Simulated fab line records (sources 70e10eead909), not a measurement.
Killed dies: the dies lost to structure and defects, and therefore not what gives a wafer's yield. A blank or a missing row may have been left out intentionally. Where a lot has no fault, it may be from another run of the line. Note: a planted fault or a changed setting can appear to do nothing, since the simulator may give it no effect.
Matching of chambers + flow nand_harc + NHARC_A_M0_DESCUM_14 on rie_diel-04 has 4 sister chambers
The step chemistry O2, time 3 s. 18 wafers are shown with their chamber, then 9 later ones without.

== WAFERS, EACH WITH ITS CHAMBER ==
| wafer  | chamber | drypump_motor_current_A (A) | throttle_valve_pct (%) | oes_product_au (a.u.) |
|--------|---------|-----------------------------|------------------------|-----------------------|
| L079.3 | 0       | 6.1                         | 11.321                 | 0.991                 |
| L079.4 | 3       | 6.0                         | 11.321                 | 0.991                 |
| L079.5 | 0       | 6.1                         | 11.317                 | 0.984                 |
| L081.2 | 2       | 6.5                         | 11.302                 | 0.977                 |
| L081.3 | 0       | 6.1                         | 11.300                 | 0.981                 |
| L081.5 | 3       | 6.1                         | 11.304                 | 0.985                 |
| L083.1 | 0       | 6.0                         | 11.326                 | 0.980                 |
| L083.2 | 1       | 4.9                         | 11.324                 | 0.996                 |
| L083.6 | 0       | 6.1                         | 11.311                 | 0.988                 |
| L084.1 | 1       | 4.9                         | 11.326                 | 0.983                 |
| L084.2 | 0       | 6.0                         | 11.315                 | 0.979                 |
| L084.6 | 2       | 6.5                         | 11.309                 | 0.980                 |
| L085.1 | 0       | 6.0                         | 11.307                 | 0.982                 |
| L085.3 | 2       | 6.5                         | 11.318                 | 0.970                 |
| L085.6 | 2       | 6.5                         | 11.303                 | 0.989                 |
| L086.1 | 0       | 6.0                         | 11.295                 | 0.978                 |
| L086.3 | 3       | 6.0                         | 11.310                 | 0.987                 |
| L086.5 | 3       | 6.0                         | 11.317                 | 0.985                 |

SIGNATURES (averages over the wafers above)
| reading                 | chamber 0 | chamber 1 | chamber 2 | chamber 3 | scatter within a chamber |
|-------------------------|-----------|-----------|-----------|-----------|--------------------------|
| drypump_motor_current_A | 6.050     | 4.900     | 6.500     | 6.025     | 0.0443                   |
| throttle_valve_pct      | 11.31150  | 11.32500  | 11.30800  | 11.31300  | 0.00887                  |
| oes_product_au          | 0.98287   | 0.98950   | 0.97900   | 0.98700   | 0.0056                   |
Rule: a wafer's distance from a chamber is the root of the sum, over the readings, of the square of ((its reading less the chamber's mean) divided by the reading's scatter). The wafer belongs to the nearest chamber; if the next one is less than 2 further off, it can't be placed. The scatter is the square root of a quotient: the sum, over the shown wafers, of each reading's squared deviation from its chamber's mean, divided by wafers minus chambers.

== WAFERS WHOSE CHAMBER IS MISSING ==
| wafer  | drypump_motor_current_A (A) | throttle_valve_pct (%) | oes_product_au (a.u.) |
|--------|-----------------------------|------------------------|-----------------------|
| L090.1 | 6.0                         | 11.317                 | 0.997                 |
| L090.3 | 6.5                         | 11.320                 | 0.996                 |
| L090.6 | 6.1                         | 11.313                 | 0.988                 |
| L095.1 | 6.5                         | 11.308                 | 0.988                 |
| L095.5 | 6.0                         | 11.303                 | 0.995                 |
| L095.6 | 6.5                         | 11.323                 | 0.998                 |
| L097.1 | 6.1                         | 11.326                 | 0.991                 |
| L097.3 | 6.1                         | 11.315                 | 0.981                 |
| L097.6 | 6.1                         | 11.299                 | 0.987                 |

== WHICH CHAMBER EACH WENT THROUGH ==
| wafer  | from the rows above     | in truth |
|--------|-------------------------|----------|
| L090.1 | can't be placed: 3 or 0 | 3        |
| L090.3 | 2                       | 2        |
| L090.6 | can't be placed: 0 or 3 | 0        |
| L095.1 | 2                       | 2        |
| L095.5 | can't be placed: 3 or 0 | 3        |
| L095.6 | 2                       | 2        |
| L097.1 | can't be placed: 3 or 0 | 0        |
| L097.3 | can't be placed: 0 or 3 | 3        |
| L097.6 | can't be placed: 0 or 3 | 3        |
3 of 9 placed correctly. Not placeable from these rows: 6 (in 6, the candidates include the true chamber). Wrongly placed: 0.
